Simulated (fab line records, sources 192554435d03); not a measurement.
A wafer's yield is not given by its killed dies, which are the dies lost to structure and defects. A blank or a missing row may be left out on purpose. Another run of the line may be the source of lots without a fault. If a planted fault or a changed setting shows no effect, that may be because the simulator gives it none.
The same fault as seen by 2 desks    flow n5 finfet    each desk has only its own numbers; what lay behind them comes last

AT THE METROLOGY DESK
What the gauges read, lot by lot, whatever tool the lot ran on: means of the sampled wafers that have a number. Any lot whose mean is over 4 standard deviations away from the usual mean is out of limits and marked OUT; that distance is given in the brackets. Readings shown: 7 of its 11, picked as those furthest out on some lot.
Columns: A = cd nm at N5_ZERO_LAYER_CD_MEAS_11, usual 2000.1 nm; B = DIBL_P at N5_BEOL_M4_RC_MEAS_101, usual 36.4 mV/V; C = IOFF_N at N5_BEOL_M4_RC_MEAS_101, usual 0.17 nA/um; D = IOFF_P at N5_BEOL_M4_RC_MEAS_101, usual 0.21 nA/um; E = ION_N at N5_BEOL_M4_RC_MEAS_101, usual 678 uA/um; F = SS_P at N5_BEOL_M4_RC_MEAS_101, usual 73.4 mV/dec; G = VT_N at N5_BEOL_M4_RC_MEAS_101, usual 249 mV
lot   first seen here  A       B     C     D     E    F     G
L593  day 1 12:38      1998.1  36.5  0.17  0.22  681  73.7  249
L598  day 2 18:49      1997.7  38.1  0.21  0.26  684  73.8  245
L604  day 4 06:40      2001.2  35.1  0.13  0.17  663  72.4  254
L606  day 4 18:38      1998.8  39.2  0.19  0.22  684  74.2  248
L614  day 6 18:38      1999.6  37.6  0.17  0.19  694  73.2  248
L615  day 7 00:38      2002.7  36.5  0.18  0.19  678  73.4  247
Finding of this desk: none of the 6 lots has anything out of limits.

TOOL OWNER'S DESK, rie si-03
The tool's own readings at N5_ZERO_LAYER_ETCH_18 (etches Si in HBr/Cl2, target depth 120 nm, time 40 s): means of the sampled wafers that have a number, for each lot that ran on this tool. Any lot whose mean is over 4 standard deviations away from the usual mean is out of limits and marked OUT; that distance is given in the brackets.
Columns: A = drypump motor current A at N5_ZERO_LAYER_ETCH_18, usual 5.7 A; B = he backside leak sccm at N5_ZERO_LAYER_ETCH_18, usual 2.8 sccm; C = mfc cl2 sccm at N5_ZERO_LAYER_ETCH_18, usual 80.00 sccm; D = oes product au at N5_ZERO_LAYER_ETCH_18, usual 1.005 a.u.; E = rf fwd power W at N5_ZERO_LAYER_ETCH_18, usual 795.4 W; F = throttle valve pct at N5_ZERO_LAYER_ETCH_18, usual 36.4 %
lot   first seen here  A    B    C      D      E                F
L593  day 1 12:47      5.7  2.7  79.81  1.010  798.7            36.6
L604  day 4 06:48      5.5  2.7  80.03  1.008  604.1 (-64) OUT  36.2
L606  day 4 19:01      5.7  2.7  79.86  1.000  607.1 (-63) OUT  36.5
Finding of this desk: L604, L606 out of limits; the first was L604 at day 4 06:48, on rf fwd power W at N5_ZERO_LAYER_ETCH_18. L593 stayed within limits.

TAKEN TOGETHER
An alarm could have come from the tool owner's desk at day 4 06:48, on L604, L606.
Nothing out of limits was seen by the metrology desk.
The metrology desk holds a record of L604, L606, inside its limits.
Every lot named ran N5_ZERO_LAYER_ETCH_18 on rie si-03.

WHAT WAS PUT IN BY THE SIMULATOR
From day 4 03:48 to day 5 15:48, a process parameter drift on rie si-03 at N5_ZERO_LAYER_ETCH_18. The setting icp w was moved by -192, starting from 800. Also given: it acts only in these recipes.
Lots struck among those shown: L604, L606.
Hours from the fault's start to each desk's first reading out of limits: the tool owner's desk, 3.
